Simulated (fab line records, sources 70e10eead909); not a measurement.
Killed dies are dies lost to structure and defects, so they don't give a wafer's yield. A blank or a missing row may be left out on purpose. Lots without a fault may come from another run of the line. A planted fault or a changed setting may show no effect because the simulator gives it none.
fab line records | flow nand_harc
record lots=11 wafers=33 last_day=23
route steps=1159 shown A_BONDPAD@1088 HYBRID_BOND@1100 THIN_TSV@1101 END@1159
lots that met no fault: from a run of the same line without faults
start_h: hours from the record's first day to the start of the lot's first wafer shown | wait_h: hours since the lot's step before | " the same as in the row above | L1.1+2: a row that stands for several wafers | - no value, or no start given | * or withheld: withheld | < > ~ a bound
route shown NAME@n: a module of which the file shows steps, and the number in the route of the first | usual: mean/standard deviation of fault-free wafers | same: alike in all rows | chamber/n: place in a boat | sites: the reading at each site | _std_site: their standard deviation | _edge_site: outer sites' mean less inner sites' | radius_mm: how far each site lies from the wafer's centre | mask NAME#n: copy n | behind: the tool/chamber that last shaped the wafer | hold: why the lot was held/for how many hours/how that ended | device: the transistor (n, p or np) that didn't switch | end of line: the same wafers' tests at the end of the route | a step without rows: its recipe alone | killed: dies lost to structure and defects at the first sort, not the wafer's yield | map: a wafer's dies, x killed, . not, _ none there
set.NAME: the setting as run; set.NAME@STEP: as run at that earlier step | model.NAME: the simulator's own value behind a step, which no gauge read
steps of the route over a sample of lots; a table a step, a row a wafer
services: from which hour (start_h, from the record's first day; less than 0 if before it) a tool's chamber was out of use, for how many hours, and why
## steps
# step NHARC_A_BONDPAD_CMP_19
# recipe t_overpolish_s=30 cu_recess_touch_s=16 target_thk_nm=169.8
# usual motor_current_A=12.0/1.2 overpolish_run_s=30.000/0.0094 retaining_ring_pressure_frac=0.999/0.0055 slurry_filter_dp_kPa=13.50/0.13
# columns lot.wafer tool chamber start_h wait_h motor_current_A overpolish_run_s retaining_ring_pressure_frac slurry_filter_dp_kPa
L767.1 cmp-04 3 420.56 - 13.9 29.994 1.006 13.54
L767.3 " 1 " " 13.1 29.993 0.994 13.36
L767.6 " 2 " " 12.5 29.997 1.008 13.42
L768.3 cmp-04 2 423.50 - 12.6 29.993 1.004 13.39
L768.2 " 3 " " 14.2 29.993 1.007 13.68
L768.5 " 2 " " 12.7 29.988 1.005 13.16
L770.3 cmp-04 2 425.61 - 12.4 29.981 0.999 13.53
L770.4 " 0 " " 12.5 29.994 0.997 13.56
L770.6 " 1 " " 13.0 29.995 0.998 13.54
L769.2 cmp-03 2 426.38 - 10.8 30.002 0.999 13.66
L769.4 " 0 " " 10.6 30.003 1.006 13.34
L769.6 " 1 " " 12.6 29.994 0.999 13.55
L772.3 cmp-04 0 444.59 - 12.7 29.989 0.994 13.39
L772.4 " 2 " " 12.3 30.001 1.006 13.50
L772.2 " 3 " " 14.2 30.002 1.002 13.49
L771.2 cmp-03 2 448.03 - 10.8 29.985 0.994 13.58
L771.4 " 0 " " 10.7 29.993 1.002 13.62
L771.5 " 1 " " 12.2 29.997 0.997 13.31
L773.3 cmp-03 3 449.01 - 11.9 30.012 0.990 13.46
L773.2 " 2 " " 11.1 29.999 1.006 13.57
L773.5 " 0 " " 10.8 30.001 0.989 13.50
L774.3 cmp-01 2 451.62 - 10.3 29.997 0.999 13.43
L774.1 " 3 " " 13.9 29.997 0.999 13.66
L774.5 " 0 " " 11.8 30.013 0.999 13.38
L775.1 cmp-03 2 471.44 - 11.8 30.008 1.005 13.36
L775.3 " 3 " " 11.3 29.999 1.001 13.35
L775.5 " 1 " " 11.9 30.015 0.989 13.20
L777.4 cmp-01 3 471.73 - 13.2 30.001 1.006 13.53
L777.3 " 2 " " 10.7 30.006 0.996 13.57
L777.6 " 0 " " 11.3 29.991 1.000 13.69
L779.1 cmp-01 1 505.28 - 10.0 29.998 1.003 13.37
L779.3 " 0 " " 11.5 30.008 0.998 13.60
L779.6 " 1 " " 10.0 29.989 0.999 13.50
# step NHARC_HYBRID_BOND_INSPECT_06
# recipe inspect_instrument=ir_void
# usual raw_defect_count=37/16
# columns lot.wafer tool chamber start_h wait_h raw_defect_count
L767.1 defect_inspect-01 - 433.11 0.0 34
L767.3 " - " " 33
L767.6 " - " " 30
L768.2 defect_inspect-02 - 433.14 0.1 23
L768.3 " - " " 22
L768.5 " - " " 23
L770.3 defect_inspect-01 - 433.14 0.1 34
L770.4 " - " " 35
L770.6 " - " " 36
L769.2 defect_inspect-01 - 437.47 0.1 9
L769.4 " - " " 18
L769.6 " - " " 9
L771.2 defect_inspect-02 - 455.84 0.1 27
L771.4 " - " " 30
L771.5 " - " " 23
L772.2 defect_inspect-01 - 455.84 0.1 37
L772.3 " - " " 36
L772.4 " - " " 31
L773.2 defect_inspect-02 - 455.87 0.1 27
L773.3 " - " " 32
L773.5 " - " " 36
L774.1 defect_inspect-01 - 462.00 0.0 43
L774.3 " - " " 43
L774.5 " - " " 46
L775.1 defect_inspect-02 - 484.72 0.0 38
L775.3 " - " " 43
L775.5 " - " " 37
L777.3 defect_inspect-01 - 484.72 0.1 28
L777.4 " - " " 26
L777.6 " - " " 28
L779.1 defect_inspect-01 - 518.12 0.0 19
L779.3 " - " " 18
L779.6 " - " " 20
# step NHARC_THIN_TSV_GRIND_00
# recipe target_thk_um=6
# usual motor_current_A=12.002/0.019
# columns lot.wafer tool chamber start_h wait_h motor_current_A
L767.1 grinder-01 0 434.46 1.3 11.988
L767.3 " 0 " " 12.011
L767.6 " 0 " " 12.002
L768.2 grinder-01 0 435.83 2.7 11.999
L768.3 " 0 " " 12.022
L768.5 " 0 " " 12.013
L770.3 grinder-01 0 437.23 4.1 12.021
L770.4 " 0 " " 12.011
L770.6 " 0 " " 11.981
L769.2 grinder-01 0 439.97 2.5 11.991
L769.4 " 0 " " 12.018
L769.6 " 0 " " 11.981
L771.2 grinder-01 0 456.19 0.3 11.995
L771.4 " 0 " " 11.991
L771.5 " 0 " " 12.044
L772.2 grinder-01 0 457.37 1.5 12.019
L772.3 " 0 " " 11.986
L772.4 " 0 " " 12.004
L773.2 grinder-01 0 458.56 2.7 12.014
L773.3 " 0 " " 11.994
L773.5 " 0 " " 11.994
L774.1 grinder-01 0 462.15 0.1 12.000
L774.3 " 0 " " 11.999
L774.5 " 0 " " 12.001
L777.3 grinder-01 0 485.27 0.5 12.017
L777.4 " 0 " " 11.988
L777.6 " 0 " " 11.985
L775.1 grinder-01 0 486.08 1.4 11.999
L775.3 " 0 " " 11.977
L775.5 " 0 " " 11.997
L779.1 grinder-01 0 519.04 0.9 11.979
L779.3 " 0 " " 12.018
L779.6 " 0 " " 11.959
# step NHARC_THIN_TSV_CMP_01
# recipe target_thk_um=3
# usual motor_current_A=12.2/1.2 retaining_ring_pressure_frac=1.000/0.0053 slurry_filter_dp_kPa=13.50/0.14
# columns lot.wafer tool chamber start_h wait_h motor_current_A retaining_ring_pressure_frac slurry_filter_dp_kPa
L767.3 cmp-04 0 435.68 0.6 13.4 0.993 13.40
L767.1 " 2 " " 12.9 1.002 13.33
L767.6 " 0 " " 12.1 0.990 13.67
L768.3 cmp-04 0 436.86 0.6 12.3 0.998 13.52
L768.2 " 2 " " 13.4 1.002 13.63
L768.5 " 1 " " 13.5 0.997 13.71
L770.4 cmp-02 1 438.09 0.5 13.1 0.996 13.60
L770.3 " 3 " " 10.0 0.992 13.61
L770.6 " 1 " " 13.5 0.997 13.42
L769.4 cmp-04 0 441.05 0.5 12.8 0.995 13.55
L769.2 " 1 " " 13.3 1.004 13.41
L769.6 " 2 " " 12.7 0.998 13.40
L771.2 cmp-04 2 457.24 0.9 13.0 1.000 13.57
L771.4 " 3 " " 13.3 1.001 13.36
L771.5 " 0 " " 13.0 0.997 13.41
L772.4 cmp-03 3 458.38 0.4 11.5 1.002 13.59
L772.3 " 0 " " 10.8 0.993 13.49
L772.2 " 2 " " 10.6 1.000 13.57
L773.3 cmp-02 1 459.58 0.6 13.5 0.992 13.52
L773.2 " 2 " " 11.4 1.002 13.49
L773.5 " 2 " " 12.2 1.007 13.62
L774.1 cmp-02 0 463.42 1.1 13.2 0.999 13.41
L774.3 " 2 " " 11.3 1.006 13.43
L774.5 " 3 " " 9.9 1.005 13.44
L777.3 cmp-04 2 486.11 0.6 12.6 1.000 13.55
L777.4 " 1 " " 13.2 0.997 13.33
L777.6 " 3 " " 14.2 0.999 13.69
L775.1 cmp-02 3 487.29 1.0 9.9 0.995 13.52
L775.3 " 2 " " 12.5 1.006 13.81
L775.5 " 0 " " 13.6 0.997 13.53
L779.3 cmp-04 2 520.27 0.6 12.3 1.003 13.46
L779.1 " 1 " " 13.3 1.004 13.43
L779.6 " 2 " " 13.2 0.996 13.44
# step NHARC_END_SORT_01
# recipe temp_c=25
# usual defect_limited_yield=95.0/1.6 killed_at_array=30/10 killed_at_other=0.5/0.82 killed_at_periphery=2.9/2 killed_dies=34/11 killed_open=3.2/1.8 killed_short=2.0/1.4 sort_bin_2_pct=1.5/0.68 sort_bin_3_pct=0.28/0.21 sort_bin_4_pct=3.1/0.97 sort_bin_6_pct=0.00/0.012 sort_n_pass=643/11 sort_rim_yield_pct=94.6/2.9 sort_yield_pct=95.0/1.6
# same gross_dies=677 sort_bin_5_pct[%]=0 sort_bin_7_pct[%]=0 sort_bin_8_pct[%]=0 sort_rim_n_gross=106.00
# columns lot.wafer tool chamber start_h wait_h defect_limited_yield[%] killed_at_array killed_at_other killed_at_periphery killed_dies killed_open killed_short sort_bin_2_pct[%] sort_bin_3_pct[%] sort_bin_4_pct[%] sort_bin_6_pct[%] sort_n_pass sort_rim_yield_pct[%] sort_yield_pct[%]
L769.2 prober-02 0 466.84 2.8 97.9 14 0 0 14 6 0 1.0 0 1.0 0 663 98.1 97.9
L769.4 prober-02 0 468.42 3.4 97.0 18 0 2 20 4 1 0.9 0.30 1.8 0 657 94.3 97.0
L769.6 prober-02 0 470.01 4.0 98.4 10 0 1 11 4 1 0.4 0 1.2 0 666 100.0 98.4
L774.1 prober-02 0 481.94 2.6 94.7 33 0 3 36 3 1 2.1 0.30 3.0 0 641 92.5 94.7
L774.3 prober-02 0 483.54 3.1 95.1 33 0 0 33 3 1 1.6 0.15 3.1 0 644 94.3 95.1
L774.5 prober-02 0 485.14 3.7 93.9 37 0 4 41 4 0 2.5 0.74 2.8 0 636 92.5 93.9
L779.1 prober-01 0 536.54 2.5 0 15 660 2 677 1 1 98.2 0.15 1.6 0 0 0 0
L779.3 prober-01 0 538.13 3.1 0 16 657 4 677 5 2 98.1 0.30 1.6 0 0 0 0
L779.6 prober-01 0 540.51 4.0 0 17 654 6 677 3 3 97.2 0.30 2.5 0 0 0 0
# killed by level:class
L769.2 A_CHANNEL_HOLE_D1:chamber_film_flake=3 A_CHANNEL_FILL_D1:chamber_film_flake=3 A_CONTACT:geometric_particle:open=2 A_M1:geometric_particle:open=2 A_STAIRCASE:chamber_film_flake=2 A_ONON_D1:geometric_particle:open=1 A_M0:geometric_particle:open=1
L769.4 A_CHANNEL_HOLE_D1:chamber_film_flake=6 A_M0:geometric_particle:open=2 A_STAIRCASE:chamber_film_flake=2 A_SGD_CUT:geometric_particle:short=1 A_WL_FILL:geometric_particle:open=1 A_CONTACT:geometric_particle:open=1 P_ZERO_WELL:chamber_film_flake=1 P_M2:chamber_film_flake=1
L769.6 A_STAIRCASE:chamber_film_flake=3 A_CONTACT:geometric_particle:open=2 A_CHANNEL_HOLE_D1:chamber_film_flake=2 P_STI:geometric_particle:short=1 A_CHANNEL_HOLE_D1:geometric_particle:open=1 A_CHANNEL_FILL_D1:geometric_particle:open=1 A_SLIT:chamber_film_flake=1
L774.1 A_CHANNEL_HOLE_D1:chamber_film_flake=12 A_SLIT:chamber_film_flake=9 A_CONTACT:chamber_film_flake=5 A_STAIRCASE:chamber_film_flake=3 P_CONTACT:chamber_film_flake=2 A_CONTACT:geometric_particle:short=1 A_CONTACT:geometric_particle:open=1 A_BLC:geometric_particle:open=1
L774.3 A_CHANNEL_HOLE_D1:chamber_film_flake=15 A_STAIRCASE:chamber_film_flake=6 A_SLIT:chamber_film_flake=6 A_CONTACT:chamber_film_flake=2 A_ONON_D1:geometric_particle:open=1 A_ONON_D1:geometric_particle:short=1 A_CHANNEL_HOLE_D1:geometric_particle:open=1 A_CHANNEL_FILL_D1:geometric_particle:open=1
L774.5 A_SLIT:chamber_film_flake=14 A_CHANNEL_HOLE_D1:chamber_film_flake=12 A_STAIRCASE:chamber_film_flake=3 P_GATE:chamber_film_flake=2 A_CONTACT:chamber_film_flake=2 A_SOURCE_PLATE:geometric_particle:open=1 A_ONON_D1:geometric_particle:open=1 A_CHANNEL_HOLE_D1:geometric_particle:open=1
L779.1 THIN_TSV:area_cmp=659 A_CHANNEL_HOLE_D1:chamber_film_flake=5 A_ZERO_WELL:chamber_film_flake=3 A_STAIRCASE:chamber_film_flake=2 A_WL_FILL:chamber_film_flake=2 A_ONON_D1:geometric_particle:open=1 A_SGD_CUT:geometric_particle:short=1 P_GATE:chamber_film_flake=1
L779.3 THIN_TSV:area_cmp=657 A_CHANNEL_HOLE_D1:chamber_film_flake=4 A_STAIRCASE:chamber_film_flake=4 A_M0:geometric_particle:open=2 P_STI:geometric_particle:open=1 P_M0:geometric_particle:short=1 P_M0:geometric_particle:open=1 A_CHANNEL_HOLE_D1:geometric_particle:short=1
L779.6 THIN_TSV:area_cmp=653 A_CHANNEL_HOLE_D1:chamber_film_flake=7 P_GATE:chamber_film_flake=3 A_STAIRCASE:chamber_film_flake=3 A_ZERO_WELL:chamber_film_flake=2 P_CONTACT:geometric_particle:open=1 P_CONTACT:geometric_particle:short=1 P_M1:geometric_particle:open=1
## services
# columns tool chamber start_h hours kind
cmp-04 - 399.39 4.0 pm
cmp-04 - 403.39 - consumable_replace:conditioner
cmp-04 - 403.39 - consumable_replace:pad
cmp-02 - 422.60 4.0 pm
cmp-01 - 425.09 2.2 repair
cmp-03 - 438.76 0.9 repair
cmp-02 - 446.13 1.7 repair
cmp-03 - 450.00 4.0 pm
cmp-03 - 454.00 - consumable_replace:conditioner
cmp-03 - 454.00 - consumable_replace:pad
cmp-01 - 454.98 1.2 repair
cmp-01 - 473.55 4.0 pm
cmp-01 - 477.55 - consumable_replace:conditioner
cmp-01 - 477.55 - consumable_replace:pad
cmp-02 - 480.82 2.7 repair
cmp-04 - 497.39 4.0 pm
cmp-04 - 501.39 - consumable_replace:conditioner
cmp-04 - 501.39 - consumable_replace:pad
cmp-03 - 504.64 0.8 repair
cmp-03 - 505.97 3.2 repair
grinder-01 - 518.21 0.8 repair
cmp-02 - 518.49 2.4 repair
## key
first_sign step=NHARC_END_SORT_01 reading=killed_at_other direction=up sigmas=99+ usual=0.5 struck=657
effect step=NHARC_END_SORT_01 reading=sort_bin_2_pct direction=up sigmas=99+ usual=1.5 struck=97.8
more_kills_born_at NHARC_THIN_TSV_CMP_01@cmp-04=1969
met_at NHARC_THIN_TSV_GRIND_00
struck_lots L779
later_rows_left_out L779.1,L779.3,L779.6
not_acting_at NHARC_A_BONDPAD_CMP_19,NHARC_HYBRID_BOND_INSPECT_06,NHARC_THIN_TSV_CMP_01
onset_between 486.08 519.04
also_fits time
fault kind=process_parameter_drift tool=grinder-01 chamber=- onset_h=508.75 steps=NHARC_THIN_TSV_GRIND_00 channel=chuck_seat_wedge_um offset=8 shape=step end_h=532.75
# later_rows_left_out: the simulator's readings of these wafers behind a module that went badly wrong aren't trusted and aren't shown, but for the sort
